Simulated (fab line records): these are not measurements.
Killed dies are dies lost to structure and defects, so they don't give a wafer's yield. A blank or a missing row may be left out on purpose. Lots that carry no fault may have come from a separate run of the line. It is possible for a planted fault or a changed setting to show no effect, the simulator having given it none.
fab line records | flow n5_finfet
record: lots: 9 wafers: 27 last_day: 18
route steps=1938 shown MOL_CONTACT_COAG@608 BEOL_M4@1111 PASSIVATION@1936
lots that met no fault: taken from a fault-free run of the same line
start_h: start of the lot's first displayed wafer, in hours after the record's first day | wait_h: hours from the lot's prior step to this one | " same as the row above | L1.1+2: one row covering several wafers at once | - value missing, or start not given | * or withheld: withheld | < > ~ a bound
route shown NAME@n: a module of which the file shows steps, and the number in the route of the first | usual: average and standard deviation across the fault-free wafers | same: alike in all rows | chamber/n: place in a boat | sites: each site's reading | _std_site: standard deviation of those values | _edge_site: inner sites' mean taken away from outer sites' mean | radius_mm: for every site, how far away it sits from the centre of the wafer | mask NAME#n: copy n | behind: tool/chamber where the wafer was last shaped | hold: cause of the lot's hold/its duration in hours/its outcome | device: which transistor (n, p or np) failed to switch | end of line: the route-end tests of the same wafers | where a step has no rows: the recipe by itself | killed: the dies lost at the first sort to structure and to defects; this is not the yield of the wafer | map: a wafer's dies, marking killed ones x, the rest . and places with no die _
set.NAME: the setting the step ran with; set.NAME@STEP: the setting that earlier step ran with | model.NAME: the simulator's own value behind a step, which no gauge read
route steps across a sampled set of lots; one table per step, one row per wafer
services: a tool's chamber out of use, with start hour (start_h, from the record's first day; less than 0 if before it), hours out, and reason
== steps ==
step: N5_MOL_CONTACT_COAG_ALD_133
recipe: material: SiO2 target_thk_a: 50 temp_c: 100 ald_precursor_family: BDEAS ald_co_reactant: O2-plasma pulse_time_s: 1 co_reactant_pulse_time_s: 1 purge_time_s: 2 co_reactant_purge_time_s: 2 ald_cycles: 35 pressure_torr: 2
usual: heater_power_w: 76/3.1 precursor_pulse_height_rel: 1.002/0.02
same: co_reactant_purge_time_s: 2
columns lot.wafer tool chamber start_h wait_h heater_power_w precursor_pulse_height_rel
L369.1 ald_sin-03 0 109.99 0.1 75 1.001
L369.5 " 0 " " 77 1.031
L369.6 " 1 " " 78 1.003
L371.2 ald_sin-01 2 118.66 0.1 85 0.984
L371.5 " 0 " " 80 1.014
L371.6 " 3 " " 73 1.004
L375.1 ald_sin-04 2 145.18 0.1 76 0.962
L375.4 " 0 " " 74 1.006
L375.6 " 1 " " 76 1.001
L380.1 ald_sin-03 1 177.59 0.1 78 0.987
L380.5 " 3 " " 76 0.981
L380.6 " 0 " " 78 0.993
L383.1 ald_sin-04 3 193.56 0.1 77 1.025
L383.2 " 1 " " 74 0.982
L383.5 " 3 " " 74 1.019
L384.1 ald_sin-03 1 205.92 0.2 79 0.980
L384.3 " 0 " " 79 1.013
L384.4 " 3 " " 76 1.024
L387.1 ald_sin-01 3 219.35 0.1 68 0.995
L387.4 " 2 " " 80 1.012
L387.5 " 2 " " 82 1.005
L389.2 ald_sin-04 0 229.11 0.1 74 1.003
L389.3 " 3 " " 76 1.041
L389.4 " 2 " " 75 1.032
L391.1 ald_sin-01 2 244.94 0.1 83 0.993
L391.5 " 1 " " 75 0.984
L391.6 " 2 " " 83 1.008
step: N5_MOL_CONTACT_COAG_ETCH_48
recipe: chemistry: C4F6/O2 target_depth_a: 150 overetch_a: 45 mask_material: SOC target: SiOC bias_w: 465 pressure_mtorr: 10 time_s: 17 source_w: 335 Ar_flow_sccm: 300 C4F6_flow_sccm: 10 O2_flow_sccm: 10 ion_energy_ev: 576
usual: drypump_motor_current_A: 5.6/0.51 oes_product_au: 0.68/0.089 rf_vpp_V: 1574/26 showerhead_plenum_p_Torr: 2.82/0.097 throttle_valve_pct: 40.55/0.28
columns lot.wafer tool chamber start_h wait_h drypump_motor_current_A oes_product_au rf_hours_counter_h rf_vpp_V showerhead_plenum_p_Torr throttle_valve_pct
L369.1 rie_diel-06 0 110.43 0.0 5.6 0.55 239 1508 2.68 41.01
L369.5 " 2 " " 5.5 0.79 - 1585 2.87 40.32
L369.6 " 1 " " 4.9 0.65 - 1620 2.88 40.59
L371.2 rie_diel-06 2 119.10 0.0 5.5 0.70 38 1585 2.87 40.30
L371.5 " 0 " " 5.6 0.60 - 1509 2.68 41.03
L371.6 " 1 " " 4.9 0.67 - 1619 2.87 40.61
L375.1 rie_diel-06 2 145.58 0.0 5.5 0.71 48 1585 2.86 40.32
L375.4 " 1 " " 5.0 0.69 - 1620 2.87 40.62
L375.6 " 3 " " 5.3 0.82 - 1572 2.79 40.36
L380.1 rie_diel-01 1 177.99 0.0 6.7 0.84 6 1567 2.78 40.61
L380.5 " 0 " " 6.0 0.66 - 1558 2.87 40.85
L380.6 " 1 " " 6.8 0.84 - 1565 2.78 40.62
L383.1 rie_diel-02 3 194.21 0.0 6.5 0.58 214 1562 2.69 40.11
L383.2 " 1 " " 5.4 0.57 242 1581 2.70 40.86
L383.5 " 2 " " 5.4 0.82 - 1598 3.02 40.55
L384.1 rie_diel-06 3 206.38 0.0 5.3 0.82 26 1571 2.78 40.36
L384.3 " 1 " " 4.9 0.72 131 1617 2.86 40.67
L384.4 " 0 " " 5.6 0.86 14 1533 3.01 40.34
L387.1 rie_diel-06 0 219.75 0.0 5.5 0.79 20 1533 3.01 40.34
L387.4 " 3 " " 5.3 0.76 31 1571 2.78 40.37
L387.5 " 0 " " 5.5 0.80 - 1533 3.01 40.35
L389.2 rie_diel-06 0 229.53 0.0 5.5 0.75 22 1532 3.01 40.33
L389.3 " 2 " " 5.5 0.71 73 1582 2.85 40.34
L389.4 " 3 " " 5.3 0.81 34 1570 2.78 40.38
L391.1 rie_diel-06 2 245.35 0.0 5.5 0.75 78 1584 2.85 40.37
L391.5 " 2 " " 5.5 0.74 - 1582 2.85 40.36
L391.6 " 1 " " 4.9 0.65 - 1617 2.85 40.65
step: N5_MOL_CONTACT_COAG_STRIP_72
recipe: chemistry: N2/H2 power_w: 450 temp_c: 40 pressure_mtorr: 20 rf_frequency_hz: 6e+07 overash_fraction: 3 bias_power_w: 7 h2_frac: 0.5 n2_flow_sccm: 200 h2_flow_sccm: 200
usual: drypump_motor_current_A: 5.6/0.51 h2_flow_sccm: 200.0/0.61 oes_product_au: 0.80/0.1 power_w: 449.8/1.4 rf_vpp_V: 59.1/2 showerhead_plenum_p_Torr: 2.52/0.091 temp_c: 39.99/0.12 throttle_valve_pct: 23.63/0.2
columns lot.wafer tool chamber start_h wait_h drypump_motor_current_A h2_flow_sccm oes_product_au power_w rf_hours_counter_h rf_vpp_V showerhead_plenum_p_Torr temp_c throttle_valve_pct
L369.1 rie_diel-06 0 110.48 0.0 5.5 199.5 0.70 450.3 239 58.6 2.40 40.14 24.12
L369.5 " 2 " " 5.5 199.7 0.91 450.1 - 57.1 2.59 40.08 23.68
L369.6 " 1 " " 5.0 200.0 0.84 450.9 - 56.7 2.56 39.90 23.36
L371.2 rie_diel-06 2 119.16 0.0 5.5 200.8 0.88 424.3 38 57.7 2.59 39.90 23.68
L371.5 " 0 " " 5.5 200.9 0.70 423.3 - 58.0 2.40 39.98 24.10
L371.6 " 1 " " 4.9 198.9 0.82 424.5 - 54.1 2.56 39.89 23.38
L375.1 rie_diel-06 2 145.64 0.0 5.5 200.5 0.85 422.7 48 62.5 2.58 40.11 23.68
L375.4 " 1 " " 4.9 200.5 0.81 423.7 - 58.2 2.55 39.97 23.37
L375.6 " 3 " " 5.3 199.6 0.95 423.3 - 58.2 2.50 39.98 23.29
L380.1 rie_diel-01 1 178.05 0.0 6.7 200.4 0.95 450.0 7 58.6 2.49 40.04 23.68
L380.5 " 0 " " 6.0 199.2 0.78 447.4 - 61.7 2.54 40.23 23.57
L380.6 " 1 " " 6.7 200.8 0.98 451.4 - 59.9 2.49 40.01 23.68
L383.1 rie_diel-02 3 194.27 0.0 6.6 200.2 0.68 449.1 214 56.7 2.43 39.84 23.72
L383.2 " 1 " " 5.4 200.0 0.66 450.8 242 57.8 2.38 40.15 23.55
L383.5 " 2 " " 5.4 200.6 0.95 450.2 - 61.2 2.71 40.09 23.52
L384.1 rie_diel-06 3 206.44 0.0 5.3 199.2 0.93 448.8 26 54.6 2.49 39.86 23.36
L384.3 " 1 " " 4.9 199.9 0.78 448.9 131 59.3 2.54 40.07 23.40
L384.4 " 0 " " 5.5 199.8 0.96 450.5 14 59.4 2.71 39.98 23.73
L387.1 rie_diel-06 0 219.81 0.0 5.5 199.4 0.92 451.2 20 58.9 2.71 39.87 23.66
L387.4 " 3 " " 5.2 200.3 0.90 449.7 31 59.5 2.49 39.94 23.33
L387.5 " 0 " " 5.5 199.0 0.94 452.3 - 60.3 2.71 39.83 23.70
L389.2 rie_diel-06 0 229.58 0.0 5.5 200.0 0.92 451.2 22 62.9 2.71 39.87 23.70
L389.3 " 2 " " 5.5 200.6 0.83 447.9 73 60.5 2.57 39.83 23.74
L389.4 " 3 " " 5.3 199.1 0.89 450.8 34 63.1 2.48 40.10 23.32
L391.1 rie_diel-06 2 245.40 0.0 5.5 199.9 0.84 449.2 78 59.4 2.57 39.89 23.71
L391.5 " 2 " " 5.5 200.2 0.82 452.1 - 58.6 2.57 39.92 23.74
L391.6 " 1 " " 4.9 200.7 0.78 451.4 - 58.3 2.54 40.01 23.41
step: N5_MOL_CONTACT_COAG_CVD_140
recipe: material: W target_thk_a: 665 mode: selective_fill temp_c: 300 time_s: 215
usual: heater_power_w: 491/29
columns lot.wafer tool chamber start_h wait_h heater_power_w
L369.1 cvd_w-01 1 110.84 0.1 482
L369.5 " 0 " " 458
L369.6 " 1 " " 497
L371.2 cvd_w-01 1 119.52 0.1 490
L371.5 " 0 " " 455
L371.6 " 1 " " 484
L375.1 cvd_w-01 1 146.00 0.1 489
L375.4 " 0 " " 460
L375.6 " 0 " " 448
L380.1 cvd_w-02 0 178.45 0.1 539
L380.5 " 0 " " 528
L380.6 " 1 " " 472
L383.1 cvd_w-02 0 194.72 0.1 526
L383.2 " 0 " " 539
L383.5 " 0 " " 524
L384.1 cvd_w-02 0 206.89 0.1 517
L384.3 " 0 " " 531
L384.4 " 0 " " 516
L387.1 cvd_w-01 1 221.03 0.9 505
L387.4 " 1 " " 486
L387.5 " 0 " " 460
L389.2 cvd_w-02 1 229.94 0.1 476
L389.3 " 0 " " 532
L389.4 " 1 " " 475
L391.1 cvd_w-02 1 245.77 0.1 481
L391.5 " 1 " " 471
L391.6 " 0 " " 530
step: N5_BEOL_M4_RC_MEAS_101
usual: DIBL_N: 36.2/1.6 DIBL_P: 36.1/2 IOFF_N: 0.16/0.032 IOFF_P: 0.22/0.036 ION_N: 672/11 ION_P: 463/7.5 SS_N: 71.4/0.58 SS_P: 73.2/0.67 VT_N: 250/3.3 VT_P: -250/3.3
columns lot.wafer tool chamber start_h wait_h DIBL_N[mV/V] DIBL_P[mV/V] IOFF_N[nA/um] IOFF_P[nA/um] ION_N[uA/um] ION_P[uA/um] SS_N[mV/dec] SS_P[mV/dec] VT_N[mV] VT_P[mV]
L369.1 prober-01 0 175.49 0.0 35.8 35.9 0.15 0.24 678 477 71.1 73.3 249 -246
L369.5 " 0 " " 33.8 32.6 0.11 0.19 659 464 70.3 72.6 253 -251
L369.6 " 0 " " 35.6 34.7 0.15 0.22 672 470 71.3 72.8 248 -247
L371.2 prober-02 0 181.64 0.2 36.3 35.6 0.16 0.23 683 474 71.8 73.3 247 -250
L371.5 " 0 " " 37.3 37.0 0.18 0.25 680 465 71.7 73.5 247 -246
L371.6 " 0 " " 37.1 36.1 0.16 0.22 680 472 71.6 73.8 248 -250
L375.1 prober-02 0 213.45 0.0 34.3 33.8 0.13 0.17 659 452 71.4 72.2 255 -256
L375.4 " 0 " " 33.2 33.0 0.12 0.15 648 440 70.8 72.7 257 -258
L375.6 " 0 " " 35.8 37.2 0.16 0.22 670 458 71.2 73.9 249 -252
L380.1 prober-02 0 246.98 0.0 33.7 33.0 0.12 0.19 657 461 70.5 72.0 252 -246
L380.5 " 0 " " 35.4 35.0 0.15 0.23 681 468 71.2 72.8 250 -245
L380.6 " 0 " " 36.2 35.8 0.18 0.23 686 474 71.4 73.0 247 -244
L383.1 prober-02 0 270.23 0.0 35.3 35.2 0.15 0.20 676 465 71.4 73.8 248 -251
L383.2 " 0 " " 41.1 40.7 0.29 0.29 699 466 73.2 74.8 240 -247
L383.5 " 0 " " 36.6 37.4 0.17 0.23 674 466 71.1 73.8 247 -247
L384.1 prober-02 0 276.46 0.0 34.2 33.8 0.13 0.18 647 455 70.6 72.7 253 -253
L384.3 " 0 " " 33.3 32.6 0.13 0.17 657 459 70.6 72.4 251 -251
L384.4 " 0 " " 36.3 36.6 0.17 0.23 665 457 72.2 73.4 248 -250
L389.2 prober-02 0 294.98 0.2 33.0 30.8 0.11 0.15 649 449 71.1 72.6 257 -254
L389.3 " 0 " " 38.4 38.8 0.20 0.27 676 463 71.9 74.0 248 -244
L389.4 " 0 " " 35.4 34.2 0.13 0.19 670 463 71.2 72.6 251 -249
L387.1 prober-02 0 317.33 0.0 35.7 34.4 0.15 0.18 675 458 71.3 73.4 250 -255
L387.4 " 0 " " 35.1 34.1 0.15 0.17 665 449 71.9 73.3 252 -251
L387.5 " 0 " " 36.1 35.5 0.16 0.19 679 455 71.9 73.0 249 -251
L391.1 prober-02 0 339.85 0.0 38.7 39.5 0.20 0.25 694 469 72.4 73.6 244 -246
L391.5 " 0 " " 36.5 37.2 0.16 0.22 679 470 72.2 73.4 250 -247
L391.6 " 0 " " 34.7 35.7 0.13 0.20 661 465 71.4 72.2 252 -252
step: N5_PASSIVATION_PROBE_49
usual: defect_limited_yield: 91.4/1.3 killed_at_M0_to_M3: 34/10 killed_at_M4_up: 14/5.6 killed_at_contacts: 13/5.9 killed_at_front_end: 37/9.9 killed_at_other: 3.5/2.8 killed_dies: 101/15 killed_open: 67/12 killed_short: 32/6.6 sort_bin_4_leakage: 0.00/0.014 sort_bin_5_function: 5.0/0.81 sort_bin_6_memory: 3.2/0.66 sort_n_pass: 1079/15 sort_yield_pct: 91.4/1.3
same: gross_dies: 1180 killed_at_back_side: 0 sort_bin_8_speed[%]: 0
columns lot.wafer tool chamber start_h wait_h defect_limited_yield[%] killed_at_M0_to_M3 killed_at_M4_up killed_at_contacts killed_at_front_end killed_at_other killed_dies killed_open killed_short sort_bin_4_leakage[%] sort_bin_5_function[%] sort_bin_6_memory[%] sort_n_pass sort_yield_pct[%]
L371.2 prober-02 - 288.47 0.1 92.5 39 12 8 26 3 88 59 28 0 4.0 3.2 1092 92.5
L371.5 prober-02 - 288.62 0.2 92.6 33 22 4 26 2 87 61 23 0 4.4 2.5 1093 92.6
L371.6 prober-02 - 288.67 0.3 92.4 34 14 8 30 4 90 55 34 0 4.3 3.2 1090 92.4
L369.1 prober-02 - 289.88 0.0 91.3 29 14 17 36 7 103 73 26 0 5.1 3.2 1077 91.3
L369.5 prober-02 - 290.08 0.2 92.1 33 11 17 30 2 93 64 29 0 4.8 2.6 1087 92.1
L369.6 prober-02 - 290.13 0.3 92.1 35 3 16 35 4 93 55 38 0 4.7 2.9 1087 92.1
L375.1 prober-01 - 316.64 0.0 90.6 29 14 12 51 5 111 72 36 0 5.9 3.1 1069 90.6
L375.4 prober-01 - 316.79 0.2 88.6 34 23 22 50 5 134 86 47 0 6.7 4.0 1046 88.6
L375.6 prober-01 - 316.89 0.3 90.9 40 11 9 41 6 107 71 35 0 5.2 3.2 1073 90.9
L384.1 prober-01 - 376.57 0.0 89.5 32 13 18 57 4 124 75 48 0 6.4 3.6 1056 89.5
L384.3 prober-01 - 376.67 0.1 91.9 53 6 11 26 0 96 69 27 0 4.1 4.0 1084 91.9
L384.4 prober-01 - 376.72 0.2 89.8 53 10 15 42 0 120 84 36 0 5.8 3.9 1060 89.8
L389.2 prober-01 - 397.32 0.1 90.0 52 27 4 29 6 118 86 31 0 5.5 4.4 1062 90.0
L389.3 prober-01 - 397.37 0.1 92.5 32 13 13 28 3 89 50 39 0 4.6 2.5 1091 92.5
L389.4 prober-01 - 397.42 0.2 91.1 50 13 6 33 3 105 76 29 0 5.4 3.3 1075 91.1
killed by level:class
L371.2 BEOL_M2:geometric_particle:open=9 STI_FIN_REVEAL:geometric_particle:open=8 MOL_CONTACT_COAG:geometric_particle:open=8 BEOL_M0_SAQP:geometric_particle:open=6 GATE_CUT:geometric_particle:short=5 BEOL_M0_SAQP:geometric_particle:short=5 BEOL_M0:geometric_particle:open=5 BEOL_M1:geometric_particle:open=4
L371.5 BEOL_M2:geometric_particle:open=12 BEOL_M4:geometric_particle:open=10 GATE_CUT:geometric_particle:short=6 BEOL_M0_SAQP:geometric_particle:open=6 STI_FIN_REVEAL:geometric_particle:open=4 BEOL_M1:geometric_particle:open=4 FIN_SAQP:geometric_particle:open=3 GATE_CUT:geometric_particle:open=3
L371.6 MOL_CONTACT_COAG:geometric_particle:open=7 FIN_SAQP:geometric_particle:short=6 BEOL_M0_SAQP:geometric_particle:short=6 STI_FIN_REVEAL:geometric_particle:open=5 BEOL_M0_SAQP:geometric_particle:open=5 BEOL_M2:geometric_particle:open=5 BEOL_M4:geometric_particle:open=5 BEOL_M1:geometric_particle:short=4
L369.1 MOL_CONTACT_COAG:geometric_particle:open=15 BEOL_M1:geometric_particle:open=11 STI_FIN_REVEAL:geometric_particle:open=10 BEOL_M3:geometric_particle:open=8 BEOL_M4:geometric_particle:open=8 GATE_CUT:geometric_particle:short=5 BEOL_M0_SAQP:geometric_particle:open=5 GATE_CUT:geometric_particle:open=4
L369.5 MOL_CONTACT_COAG:geometric_particle:open=16 BEOL_M3:geometric_particle:open=9 BEOL_M1:geometric_particle:open=7 DUMMY_GATE:geometric_particle:open=6 STI_FIN_REVEAL:geometric_particle:open=5 GATE_CUT:geometric_particle:short=5 BEOL_M4:geometric_particle:open=5 FIN_SAQP:geometric_particle:short=4
L369.6 MOL_CONTACT_COAG:geometric_particle:open=11 FIN_SAQP:geometric_particle:short=10 BEOL_M1:geometric_particle:open=10 BEOL_M0:geometric_particle:open=7 FIN_SAQP:geometric_particle:open=6 GATE_CUT:geometric_particle:open=5 MOL_CONTACT_COAG:geometric_particle:short=5 GATE_CUT:geometric_particle:short=4
L375.1 STI_FIN_REVEAL:geometric_particle:open=14 MOL_CONTACT_COAG:geometric_particle:open=11 FIN_SAQP:geometric_particle:short=8 BEOL_M1:geometric_particle:open=8 BEOL_M4:geometric_particle:open=7 STI_FIN_REVEAL:geometric_particle:short=6 FIN_SAQP:geometric_particle:open=5 GATE_CUT:geometric_particle:short=4
L375.4 FIN_SAQP:geometric_particle:short=19 MOL_CONTACT_COAG:geometric_particle:open=17 FIN_SAQP:geometric_particle:open=12 BEOL_M1:geometric_particle:open=11 BEOL_M4:geometric_particle:open=10 BEOL_M0_SAQP:geometric_particle:open=10 STI_FIN_REVEAL:geometric_particle:open=5 MOL_CONTACT_COAG:geometric_particle:short=5
L375.6 DUMMY_GATE:geometric_particle:open=10 MOL_CONTACT_COAG:geometric_particle:open=9 BEOL_M1:geometric_particle:open=8 STI_FIN_REVEAL:geometric_particle:open=7 BEOL_M0:geometric_particle:open=7 GATE_CUT:geometric_particle:short=5 BEOL_M4:geometric_particle:open=5 BEOL_M0:geometric_particle:short=5
L384.1 STI_FIN_REVEAL:geometric_particle:open=17 MOL_CONTACT_COAG:geometric_particle:open=11 FIN_SAQP:geometric_particle:short=7 GATE_CUT:geometric_particle:short=7 MOL_CONTACT_COAG:geometric_particle:short=7 BEOL_M0_SAQP:geometric_particle:short=6 BEOL_M0_SAQP:geometric_particle:open=6 FIN_SAQP:geometric_particle:open=5
L384.3 BEOL_M0_SAQP:geometric_particle:open=12 MOL_CONTACT_COAG:geometric_particle:open=11 BEOL_M0_SAQP:geometric_particle:short=10 BEOL_M1:geometric_particle:open=8 BEOL_M3:geometric_particle:open=8 FIN_SAQP:geometric_particle:open=6 BEOL_M2:geometric_particle:open=6 STI_FIN_REVEAL:geometric_particle:open=4
L384.4 MOL_CONTACT_COAG:geometric_particle:open=14 BEOL_M0_SAQP:geometric_particle:short=14 BEOL_M0_SAQP:geometric_particle:open=13 STI_FIN_REVEAL:geometric_particle:open=12 FIN_SAQP:geometric_particle:open=7 BEOL_M1:geometric_particle:open=7 GATE_CUT:geometric_particle:short=6 BEOL_M2:geometric_particle:open=6
L389.2 BEOL_M0_SAQP:geometric_particle:open=14 BEOL_M4:geometric_particle:open=13 BEOL_M0_SAQP:geometric_particle:short=10 BEOL_M0:geometric_particle:open=9 BEOL_M3:geometric_particle:open=9 FIN_SAQP:geometric_particle:open=5 STI_FIN_REVEAL:geometric_particle:open=5 GATE_CUT:geometric_particle:short=4
L389.3 GATE_CUT:geometric_particle:short=9 BEOL_M0_SAQP:geometric_particle:short=8 BEOL_M4:geometric_particle:open=8 MOL_CONTACT_COAG:geometric_particle:open=7 MOL_CONTACT_COAG:geometric_particle:short=6 BEOL_M2:geometric_particle:open=5 BEOL_M0_SAQP:geometric_particle:open=4 BEOL_M1:geometric_particle:short=4
L389.4 BEOL_M3:geometric_particle:open=11 BEOL_M0_SAQP:geometric_particle:open=10 BEOL_M0_SAQP:geometric_particle:short=8 BEOL_M4:geometric_particle:open=8 BEOL_M2:geometric_particle:open=8 FIN_SAQP:geometric_particle:open=7 STI_FIN_REVEAL:geometric_particle:open=5 GATE_CUT:geometric_particle:short=5
== services ==
columns tool chamber start_h hours kind
rie_diel-02 - 96.68 28.1 pm
rie_diel-01 - 105.62 2.8 pm
cvd_w-01 - 106.75 2.8 pm
ald_sin-01 - 114.67 2.8 pm
rie_diel-06 3 116.09 - clean
rie_diel-06 3 116.09 - consumable_replace:focus_ring
rie_diel-06 3 116.09 18.1 scheduled_down
cvd_w-01 0 122.25 4.0 repair
ald_sin-04 0 125.72 10.5 repair
rie_diel-02 3 126.12 3.5 repair
rie_diel-02 3 143.67 19.0 repair
cvd_w-02 - 148.95 6.0 pm
cvd_w-02 - 155.99 1.0 repair
ald_sin-01 - 157.02 14.6 pm
cvd_w-02 - 160.02 0.6 repair
ald_sin-01 - 176.75 14.0 pm
cvd_w-02 1 191.10 27.4 repair
ald_sin-01 2 197.06 3.2 repair
rie_diel-02 1 209.60 1.2 repair
rie_diel-06 2 212.80 6.6 repair
rie_diel-01 0 231.78 6.0 repair
ald_sin-04 1 232.00 10.4 repair
ald_sin-03 - 237.07 0.9 repair
ald_sin-04 3 238.99 12.5 repair
== key ==
first_sign: step: N5_MOL_CONTACT_COAG_STRIP_72 reading: power_w direction: down sigmas: 19 usual: * struck: *
effect none on later readings
met_at N5_MOL_CONTACT_COAG_STRIP_72
struck_lots L371,L375
not_acting_at N5_MOL_CONTACT_COAG_ALD_133,N5_MOL_CONTACT_COAG_ETCH_48,N5_MOL_CONTACT_COAG_CVD_140
onset_between 110.48 119.16
fault: kind: process_parameter_drift tool: rie_diel-06 chamber: - onset_h: 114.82 steps: N5_MOL_CONTACT_COAG_STRIP_72 channel: power_w offset: * shape: step end_h: 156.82 acts_in: * stated: *
